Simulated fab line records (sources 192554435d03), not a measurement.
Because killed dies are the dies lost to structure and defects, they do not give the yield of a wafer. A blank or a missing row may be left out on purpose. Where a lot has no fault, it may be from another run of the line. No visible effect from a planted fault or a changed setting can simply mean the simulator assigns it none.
Matching of chambers	flow n5 finfet	rie diel-06 running N5_BEOL_M15_DESCUM_33: 4 sister chambers
The step chemistry O2, time 7.9 s. 16 wafers are shown with their chamber, then 8 later ones without.

WAFERS WITH THEIR CHAMBER
wafer	chamber	drypump motor current A (A)	throttle valve pct (%)	showerhead plenum p Torr (Torr)
L830.2	0	5.9	20.66	1.97
L830.3	1	5.6	20.49	2.03
L830.6	1	5.6	20.50	2.03
L835.1	2	6.1	19.95	2.22
L835.4	0	5.9	20.67	1.97
L835.5	2	6.1	19.96	2.22
L836.1	2	6.0	19.97	2.22
L836.3	1	5.6	20.53	2.03
L836.5	1	5.6	20.51	2.03
L838.3	3	5.7	20.50	2.03
L838.4	0	5.9	20.27	2.23
L838.5	2	6.1	19.99	2.21
L841.2	3	5.7	20.50	2.03
L841.3	2	6.1	20.00	2.21
L841.5	0	5.9	20.28	2.23
L846.2	0	5.9	20.27	2.23

SIGNATURES, as means of the wafers listed above
reading	chamber 0	chamber 1	chamber 2	chamber 3	scatter within a chamber
drypump motor current A	5.900	5.600	6.080	5.700	0.0258
throttle valve pct	20.4300	20.5075	19.9740	20.5000	0.125
showerhead plenum p Torr	2.1260	2.0300	2.2160	2.0300	0.0823
Rule: for a wafer and a chamber, the distance is found by dividing, reading by reading, the gap between the wafer's reading and the chamber's mean by the reading's scatter, squaring, summing and taking the root. If the next closest chamber is less than 2 further off than the closest, the wafer can't be placed; otherwise it belongs to the closest. The scatter: take each reading less its chamber's mean, square it, sum over the shown wafers, divide by the number of wafers less the number of chambers, and take the root.

WAFERS WHOSE CHAMBER IS MISSING
wafer	drypump motor current A (A)	throttle valve pct (%)	showerhead plenum p Torr (Torr)
L846.3	5.6	20.55	2.02
L846.6	6.1	19.99	2.21
L849.2	5.9	20.29	2.23
L849.3	5.6	20.55	2.02
L849.5	5.7	20.52	2.03
L848.1	5.6	20.55	2.02
L848.2	5.7	20.51	2.03
L848.4	6.1	20.02	2.21

THE CHAMBER EACH PASSED THROUGH
wafer	from the rows above	in truth
L846.3	1	1
L846.6	2	2
L849.2	0	0
L849.3	1	1
L849.5	3	3
L848.1	1	1
L848.2	3	3
L848.4	2	2
Placed correctly: 8 of 8. Can't be placed from these rows: 0. Placed wrongly: 0.
